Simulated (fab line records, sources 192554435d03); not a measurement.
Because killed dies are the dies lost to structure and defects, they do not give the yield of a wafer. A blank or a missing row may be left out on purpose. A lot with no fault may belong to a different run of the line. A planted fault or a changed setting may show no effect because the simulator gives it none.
Split-lot experiment ; flow n5-finfet ; on a route of 1938 steps: 7 lots, 21 wafers read

## ABOUT THE SPLIT
At N5_BEOL_M3_COAT_61 (time 60 s, resist thk 60 nm), the setting spin-rpm was moved away from the recipe's 1500 rpm on 10 of the 21 wafers read, by -7.7% to +6.5%. This setting was run at the recipe's value on the other wafers.

## FROM THE SPLIT TO THE READING: what the file shows between them, 10 steps
- N5_BEOL_M3_COAT_62: time 60 s, resist thk 12 nm (also split here: spin-rpm)
- N5_BEOL_M3_COAT_73: time 60 s, resist thk 5 nm
- N5_BEOL_M3_COAT_05: resist thk 30 nm
- N5_BEOL_M3_DESCUM_16: chemistry O2, time 7 s
- N5_BEOL_M3_ETCH_74: etches underlayer in N2/H2, target depth 6.5 nm, time 5.2 s
- N5_BEOL_M3_ETCH_63: etches SiARC in CF4, target depth 15.6 nm, time 26 s
- N5_BEOL_M3_ETCH_64: etches SOC in N2/H2, target depth 75 nm, overetch 15 nm, time 112.5 s
- N5_BEOL_M3_STRIP_65: strips in N2/H2
- N5_BEOL_M3_STRIP_75: strips in N2/H2
- N5_BEOL_M3_STRIP_66: strips in CF4

## THE READING
SOC_of_BEOL_M3_COAT_61.thk-nm (the simulator's own value, which no gauge read), in nm, at N5_BEOL_M3_HM_OPEN_17 (chemistry Cl2/BCl3, target TiN, target depth 20 nm, overetch 6 nm). The file gives no usual value for it. Here, 11 wafers ran the recipe; their average is 52.0 nm with a standard deviation of 0.28 nm.

wafer;tool, chamber at the split;spin-rpm as run, rpm;against the recipe;SOC_of_BEOL_M3_COAT_61.thk-nm, nm;against lot-mates on the recipe
L075.1;litho-track-04, 0;1597;+6.5%;50.4;-1.9
L075.4;litho-track-04, 0;1500;recipe;52.2;-
L075.5;litho-track-04, 0;1500;recipe;52.4;-
L080.1;litho-track-04, 0;1384;-7.7%;54.6;+2.8
L080.3;litho-track-04, 0;1500;recipe;51.8;-
L080.5;litho-track-04, 0;1384;-7.7%;54.4;+2.6
L083.3;litho-track-05, 0;1590;+6.0%;50.6;-1.8
L083.5;litho-track-05, 0;1590;+6.0%;50.4;-2.0
L083.6;litho-track-05, 0;1500;recipe;52.4;-
L084.1;litho-track-01, 0;1457;-2.9%;53;+1.2
L084.2;litho-track-01, 0;1457;-2.9%;52.8;+1.0
L084.3;litho-track-01, 0;1500;recipe;51.8;-
L090.3;litho-track-04, 0;1500;recipe;52.2;-
L090.4;litho-track-04, 0;1500;recipe;51.8;-
L090.6;litho-track-04, 0;1569;+4.6%;50.8;-1.2
L088.1;litho-track-01, 0;1559;+3.9%;51.2;-1.2
L088.4;litho-track-01, 0;1559;+3.9%;51.2;-1.2
L088.3;litho-track-01, 0;1500;recipe;52.4;-
L093.1;litho-track-04, 0;1500;recipe;52;-
L093.3;litho-track-04, 0;1500;recipe;51.6;-
L093.6;litho-track-04, 0;1500;recipe;51.8;-

FIT RESULTS
A straight line over all 21 wafers: SOC_of_BEOL_M3_COAT_61.thk-nm changes by -0.282 nm for each +1% of spin-rpm; r = -0.98; the points scatter about the line by 0.25 nm.
The same after taking each lot's own level away (the mean of its wafers on the recipe; 21 wafers): -0.327 nm for each +1%; r = -0.99; scatter 0.15 nm.
Per that fit: largest spin-rpm move, reading shift of 2.5 nm.
The span of the lots' own levels, 51.80 to 52.40 nm, comes to 2.1 times the standard deviation stated above.
Hence the slope depends on the lot-to-lot level, as the two fits are not the same.
Check: for one of the wafers moved furthest among these (-7.7%), held out of the fit, the line's prediction against its lot-mates is +2.53 nm. Against them it came out at +2.8 nm.

## THESE WAFERS: OTHER SPLITS
Note: prior to the reading, these wafers also went through further splits. Each is held against what the fit with the lots' levels taken away leaves over:
other split on the same wafers;wafers away from the commonest value;r with SOC_of_BEOL_M3_COAT_61.thk-nm (lot level and that fit taken away)
N5_BEOL_M2_EXPOSE_08 dose-mj;4;-0.21
N5_BEOL_M3_COAT_62 spin-rpm;9;+0.34

## THE WHOLE CHAIN: every reading that the file lists as answering this split, in the file's order
step;what it does;reading;change (the file's fit);r (the file's)
N5_BEOL_M3_COAT_61;time 60 s, resist thk 60 nm;SOC_of_BEOL_M3_COAT_61.thk-nm (the simulator's own value, which no gauge read);-0.31 nm for each +1% of the setting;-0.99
N5_BEOL_M3_ETCH_64;etches SOC in N2/H2, target depth 75 nm, overetch 15 nm, time 112.5 s;etch.depth-nm (the simulator's own value, which no gauge read);-0.306 nm for each +1% of the setting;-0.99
N5_BEOL_M3_HM_OPEN_17;chemistry Cl2/BCl3, target TiN, target depth 20 nm, overetch 6 nm;SOC_of_BEOL_M3_COAT_61.thk-nm (the simulator's own value, which no gauge read);-0.318 nm for each +1% of the setting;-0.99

## THE FILE'S OWN FIT
SOC_of_BEOL_M3_COAT_61.thk-nm changes by -0.318 nm for each +1% of spin-rpm, r = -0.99.
